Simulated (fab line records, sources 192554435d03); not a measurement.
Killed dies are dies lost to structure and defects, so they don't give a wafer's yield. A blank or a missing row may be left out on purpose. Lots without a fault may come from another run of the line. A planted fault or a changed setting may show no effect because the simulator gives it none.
fab line records | flow n5_finfet
record lots=4 wafers=11 last_day=18
route steps=1938 shown HKMG_FIN@433 GATE_CUT@465 BEOL_M4@1111
lots that met no fault: from a run of the same line without faults
start_h: hours from the record's first day to the start of the lot's first wafer shown | wait_h: hours since the lot's step before | " the same as in the row above | L1.1+2: a row that stands for several wafers | - no value, or no start given | * or withheld: withheld | < > ~ a bound
route shown NAME@n: a module of which the file shows steps, and the number in the route of the first | usual: mean/standard deviation of fault-free wafers | same: alike in all rows | chamber/n: place in a boat | sites: the reading at each site | _std_site: their standard deviation | _edge_site: outer sites' mean less inner sites' | radius_mm: how far each site lies from the wafer's centre | mask NAME#n: copy n | behind: the tool/chamber that last shaped the wafer | hold: why the lot was held/for how many hours/how that ended | device: the transistor (n, p or np) that didn't switch | end of line: the same wafers' tests at the end of the route | a step without rows: its recipe alone | killed: dies lost to structure and defects at the first sort, not the wafer's yield | map: a wafer's dies, x killed, . not, _ none there
set.NAME: the setting as run; set.NAME@STEP: as run at that earlier step | model.NAME: the simulator's own value behind a step, which no gauge read
lots at some steps of the route; a table a step, a row a wafer
services: from which hour (start_h, from the record's first day; less than 0 if before it) a tool's chamber was out of use, for how many hours, and why
## steps
# step N5_HKMG_FIN_DESCUM_17
# recipe chemistry=O2 time_s=7.9 source_power_w=50 bias_power_w=20 pressure_mtorr=20 rf_frequency_hz=2.712e+07 temp_c=40 resist=CAR-ArF o2_flow_sccm=225
# step N5_HKMG_FIN_ETCH_31
# recipe chemistry=CF4 target=SiARC target_depth_a=455 mask_material=CAR-ArF time_s=75.8 ion_energy_ev=80 pressure_mtorr=40 source_w=545 bias_w=36 Ar_flow_sccm=100 cf4_flow_sccm=100 ends=cleared
# step N5_HKMG_FIN_ETCH_32
# recipe chemistry=N2/H2 target=SOC target_depth_a=2400 temp_c=40 time_s=300 ion_energy_ev=200 mask_material=SiARC pressure_mtorr=30 source_w=840 bias_w=150 n2_flow_sccm=200 h2_flow_sccm=200
# step N5_HKMG_FIN_STRIP_33
# recipe chemistry=N2/H2 temp_c=40 n2_flow_sccm=200 h2_flow_sccm=200 rf_frequency_hz=6e+07
# step N5_HKMG_FIN_STRIP_34
# recipe chemistry=CF4 resist=SiARC power_w=300 bias_power_w=75 pressure_mtorr=50 cf4_flow_sccm=150 rf_frequency_hz=6e+07
# step N5_HKMG_FIN_ETCH_35
# recipe chemistry=N2/H2 target=SOC target_depth_a=2158 ion_energy_ev=65 bias_w=5 source_w=3000 time_s=243.4 pressure_mtorr=30 n2_flow_sccm=200 h2_flow_sccm=200
# step N5_HKMG_FIN_STRIP_92
# recipe chemistry=N2/H2 material=SOC time_s=20 power_w=500 temp_c=40 pressure_mtorr=50 rf_frequency_hz=6e+07 bias_power_w=8 h2_frac=0.5 n2_flow_sccm=300 h2_flow_sccm=300
# step N5_HKMG_FIN_WET_ETCH_18
# recipe chemistry=SC1 target=TiN mix=1:1:5 temp_c=* time_s=55 target_depth_nm=5.2 dry=ipa_marangoni rinse_time_s=30 rinse_temp_c=23
# step N5_HKMG_FIN_STRIP_19
# recipe chemistry=N2/H2 power_w=2500 temp_c=300 h2_frac=0.65 time_s=360 pressure_mtorr=withheld n2_flow_sccm=1750 h2_flow_sccm=3250
# step N5_HKMG_FIN_ALD_91
# recipe material=TiN target_thk_a=10 temp_c=400 ald_precursor_family=TiCl4 ald_co_reactant=NH3 pulse_time_s=1 purge_time_s=3 co_reactant_purge_time_s=2 co_reactant_pulse_time_s=2 ald_cycles=47 pressure_torr=3
# usual ald_cycles=47/0 heater_power_w=884/98 precursor_pulse_height_rel=1.002/0.02
# columns lot.wafer tool chamber start_h wait_h ald_cycles heater_power_w precursor_pulse_height_rel
L984.1 ald_metal-03 3 87.04 0.3 47 747 1.006
L984.2 " 0 " " 47 857 0.988
L984.5 " 3 " " 47 749 1.011
L988.2 ald_metal-03 2 114.44 0.3 47 1055 0.996
L988.3 " 1 " " 47 800 1.001
L988.6 " 0 " " 52 876 1.010
L989.1 ald_metal-03 0 121.93 0.3 52 872 1.016
L989.4 " 2 " " 47 1068 1.034
L105.3 ald_metal-04 0 213.65 0.1 47 956 1.009
L105.5 " 3 " " 47 829 0.997
L105.6 " 0 " " 47 982 1.035
# step N5_HKMG_FIN_COAT_85
# recipe resist=SOC temp_c=250 time_s=60 spin_rpm=1500 resist_thk_nm=300
# step N5_HKMG_FIN_ETCH_86
# recipe chemistry=N2/H2 target=SOC target_depth_a=3932 stop_on=TiN ion_energy_ev=100 bias_w=61 pressure_mtorr=30 source_w=850 n2_flow_sccm=200 h2_flow_sccm=200
# step N5_HKMG_FIN_STRIP_89
# recipe chemistry=N2/H2 material=SOC time_s=20 power_w=500 temp_c=40 pressure_mtorr=50 rf_frequency_hz=6e+07 bias_power_w=8 h2_frac=0.5 n2_flow_sccm=300 h2_flow_sccm=300
# step N5_HKMG_FIN_WET_ETCH_87
# recipe chemistry=SC1 target=TiN mix=1:2:40 temp_c=50 time_s=154.2 target_depth_nm=4.7 dry=ipa_marangoni rinse_time_s=30 rinse_temp_c=23
# step N5_HKMG_FIN_STRIP_88
# recipe chemistry=N2/H2 power_w=2500 temp_c=300 h2_frac=0.65 time_s=360 pressure_mtorr=withheld n2_flow_sccm=1750 h2_flow_sccm=3250
# step N5_HKMG_FIN_NWFM_ALD_20
# recipe material=TiAlC target_thk_a=20 temp_c=300 ald_precursor_family=TiCl4 ald_co_reactant=TEA pulse_time_s=3 purge_time_s=2 co_reactant_purge_time_s=2 co_reactant_pulse_time_s=10 ald_cycles=7 pressure_torr=3
# step N5_HKMG_FIN_ALD_71
# recipe material=TiN target_thk_a=10 temp_c=400 ald_precursor_family=TiCl4 ald_co_reactant=NH3 pulse_time_s=1 purge_time_s=3 co_reactant_purge_time_s=2 co_reactant_pulse_time_s=2 ald_cycles=47 pressure_torr=3
# step N5_HKMG_FIN_COAT_66
# recipe resist=SOC temp_c=250 time_s=60 spin_rpm=1500 resist_thk_nm=300
# step N5_HKMG_FIN_ETCH_67
# recipe chemistry=N2/H2 target=SOC target_depth_a=3889 stop_on=TiN ion_energy_ev=100 bias_w=61 pressure_mtorr=30 source_w=850 n2_flow_sccm=200 h2_flow_sccm=200
# step N5_HKMG_FIN_STRIP_90
# recipe chemistry=N2/H2 material=SOC time_s=20 power_w=500 temp_c=40 pressure_mtorr=50 rf_frequency_hz=6e+07 bias_power_w=8 h2_frac=0.5 n2_flow_sccm=300 h2_flow_sccm=300
# step N5_HKMG_FIN_WET_ETCH_73
# recipe chemistry=SC1 mix=1:2:40 temp_c=50 time_s=42.3 target_depth_nm=1.3 dry=ipa_marangoni rinse_time_s=30 rinse_temp_c=23
# step N5_HKMG_FIN_ETCHBACK_68
# recipe chemistry=Cl2/Ar stop_on=HfO2 target_depth_a=5 pressure_mtorr=10 icp_w=600 bias_w=60 Cl2_flow_sccm=40 Ar_flow_sccm=60
# step N5_HKMG_FIN_STRIP_69
# recipe chemistry=N2/H2 power_w=2500 temp_c=300 h2_frac=0.65 time_s=360 pressure_mtorr=withheld n2_flow_sccm=1750 h2_flow_sccm=3250
# step N5_HKMG_FIN_ALD_21
# recipe material=TiN target_thk_a=15 temp_c=400 ald_precursor_family=TiCl4 ald_co_reactant=NH3 pulse_time_s=1 purge_time_s=3 co_reactant_purge_time_s=2 co_reactant_pulse_time_s=2 ald_cycles=68 pressure_torr=3
# step N5_HKMG_FIN_ALD_72
# recipe material=W target_thk_a=20 temp_c=300 pressure_torr=7.5 ald_precursor_family=WF6 ald_co_reactant=B2H6 pulse_time_s=1 purge_time_s=2 co_reactant_purge_time_s=2 co_reactant_pulse_time_s=3 ald_cycles=7
# step N5_HKMG_FIN_W_FILL_22
# recipe material=W target_thk_a=600 temp_c=400 pressure_torr=39.4 time_s=18.2
# step N5_HKMG_FIN_PRECLEAN_83
# recipe chemistry=DIW time_s=57.5 temp_c=23
# step N5_HKMG_FIN_SRD_84
# recipe dry_time_s=32 dry=n2_spin spin_rpm=1500
# step N5_HKMG_FIN_CMP_23
# recipe stop_on=SiNx t_overpolish_s=10 post_cmp_clean=rinse_only down_force_psi=4 platen_rpm=50.289 pad_velocity_m_s=1.0006 target_thk_nm=46.326
# step N5_HKMG_FIN_CMP_94
# recipe stop_on=SiNx post_cmp_clean=w_dilute_nh4oh t_overpolish_s=4.7 down_force_psi=4 platen_rpm=50.289 pad_velocity_m_s=1.0006 target_thk_nm=43.299
# step N5_GATE_CUT_ETCHBACK_00
# recipe chemistry=SF6/Cl2 target=W pressure_mtorr=8 icp_w=900 bias_w=80 SF6_flow_sccm=40 Cl2_flow_sccm=60
# step N5_GATE_CUT_ETCH_56
# recipe chemistry=Cl2/Ar target=TiN target_depth_a=216 pressure_mtorr=10 icp_w=600 bias_w=60 Cl2_flow_sccm=40 Ar_flow_sccm=60
# step N5_GATE_CUT_ETCHBACK_30
# recipe chemistry=Cl2/Ar target=TiN target_depth_a=30 mode=isotropic pressure_mtorr=10 icp_w=600 bias_w=60 Cl2_flow_sccm=40 Ar_flow_sccm=60
# step N5_GATE_CUT_VAPOR_ETCH_60
# recipe chemistry=BCl3/Cl2 target=HfO2 mode=isotropic
# step N5_GATE_CUT_ETCH_58
# recipe chemistry=CH3F/O2 target=SiNx target_depth_a=170 time_s=128.6 ion_energy_ev=50 pressure_mtorr=30 source_w=415 bias_w=21 Ar_flow_sccm=150 CH3F_flow_sccm=30 O2_flow_sccm=20
# step N5_GATE_CUT_STRIP_59
# recipe chemistry=N2/H2 time_s=20 power_w=100 temp_c=40 pressure_mtorr=100 rf_frequency_hz=6e+07 bias_power_w=3 n2_flow_sccm=300 h2_flow_sccm=300
# step N5_GATE_CUT_PRECLEAN_31
# recipe temp_c=23 chemistry=DIW time_s=300
# step N5_BEOL_M4_RC_MEAS_101
# usual DIBL_N=36.5/1.4 DIBL_P=36.5/1.6 IOFF_N=0.163/0.022 IOFF_N_85C=3.1/0.37 IOFF_N_LIN=0.075/0.0087 IOFF_N_LONG=5.5e-05/2.7e-06 IOFF_P=0.219/0.029 ION_N=675/8.3 ION_P=464/6.2 SS_N=71.5/0.52 SS_P=73.4/0.57 VT_N=249.7/2.6 VT_N_LONG=275.1/2.3 VT_N_LVT=98.2/2.7 VT_P=-250/3
# columns lot.wafer tool chamber start_h wait_h DIBL_N[mV/V] DIBL_P[mV/V] IOFF_N[nA/um] IOFF_N_85C[nA/um] IOFF_N_LIN[nA/um] IOFF_N_LONG[nA/um] IOFF_P[nA/um] ION_N[uA/um] ION_P[uA/um] SS_N[mV/dec] SS_P[mV/dec] VT_N[mV] VT_N_LONG[mV] VT_N_LVT[mV] VT_P[mV]
L984.1 prober-01 0 183.17 0.0 35.1 35.4 0.143 2.8 0.067 5.4e-05 0.181 667 453 70.8 73.2 250.3 276.8 100.3 -253
L984.2 " 0 " " 35.9 36.8 0.167 3.2 0.077 5.55e-05 0.206 674 459 72.0 73.4 246.6 274.1 97.4 -252
L984.5 " 0 " " 34.9 34.7 0.136 2.7 0.063 5.54e-05 0.169 661 455 71.5 73.3 251.5 274.4 101.1 -255
L988.2 prober-02 0 208.40 0.2 33.6 32.9 0.129 2.6 0.062 5.73e-05 0.164 674 461 71.3 72.1 252.2 272.3 97.1 -253
L988.3 " 0 " " 34.6 35.0 0.140 2.8 0.065 5.57e-05 0.184 663 457 71.3 72.3 251.6 272.7 95.9 -253
L988.6 " 0 " " 35.3 35.7 0.099 2.1 0.045 4.2e-05 0.222 648 469 70.9 72.8 259.9 285.6 106.8 -248
L989.1 prober-01 0 213.01 0.0 35.2 35.1 0.095 2.0 0.045 4.18e-05 0.207 645 468 71.7 72.9 262.9 284.9 110.2 -249
L989.4 " 0 " " 36.8 37.2 0.177 3.3 0.081 5.59e-05 0.200 680 461 72.1 73.4 246.7 272.2 95.2 -250
L105.3 prober-02 0 317.03 0.3 36.0 35.2 0.146 2.8 0.070 5.18e-05 0.213 671 470 72.1 73.3 251.6 276.7 102.7 -248
L105.5 " 0 " " 36.0 35.6 0.148 2.9 0.071 5.23e-05 0.219 673 463 71.5 73.5 250.7 273.7 102.0 -249
L105.6 " 0 " " 34.4 32.7 0.123 2.5 0.061 5.15e-05 0.188 675 471 70.1 73.1 250.2 276.3 105.2 -250
## services
# columns tool chamber start_h hours kind
ald_metal-03 1 87.34 3.2 repair
ald_metal-04 - 107.79 28.1 pm
ald_metal-04 1 147.14 3.4 repair
ald_metal-03 1 150.45 11.6 repair
ald_metal-04 0 151.62 19.0 repair
ald_metal-04 - 199.22 1.0 repair
## key
first_sign step=N5_HKMG_FIN_ALD_91 reading=ald_cycles direction=up sigmas=99+ usual=* struck=*
effect step=N5_BEOL_M4_RC_MEAS_101 reading=IOFF_N_LONG direction=down sigmas=4.8 usual=5.5e-05 struck=4.19e-05
effect step=N5_BEOL_M4_RC_MEAS_101 reading=VT_N direction=up sigmas=4.5 usual=249.7 struck=261.4
effect step=N5_BEOL_M4_RC_MEAS_101 reading=VT_N_LONG direction=up sigmas=4.4 usual=275.1 struck=285.3
effect step=N5_BEOL_M4_RC_MEAS_101 reading=VT_N_LVT direction=up sigmas=3.8 usual=98.2 struck=108.5
effect step=N5_BEOL_M4_RC_MEAS_101 reading=IOFF_N_LIN direction=down sigmas=3.4 usual=0.075 struck=0.045
effect step=N5_BEOL_M4_RC_MEAS_101 reading=ION_N direction=down sigmas=3.4 usual=675 struck=647
effect step=N5_BEOL_M4_RC_MEAS_101 reading=IOFF_N_85C direction=down sigmas=3 usual=3.1 struck=2.0
effect step=N5_BEOL_M4_RC_MEAS_101 reading=IOFF_N direction=down sigmas=2.9 usual=0.163 struck=0.097
met_at N5_HKMG_FIN_ALD_91
struck_wafers L988.6,L989.1
onset_between 87.04 114.44
fault kind=process_parameter_drift tool=ald_metal-03 chamber=- onset_h=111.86 steps=N5_HKMG_FIN_ALD_91 channel=ald_cycles offset=* shape=step end_h=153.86 scope=struck_wafers_only acts_in=* stated=*
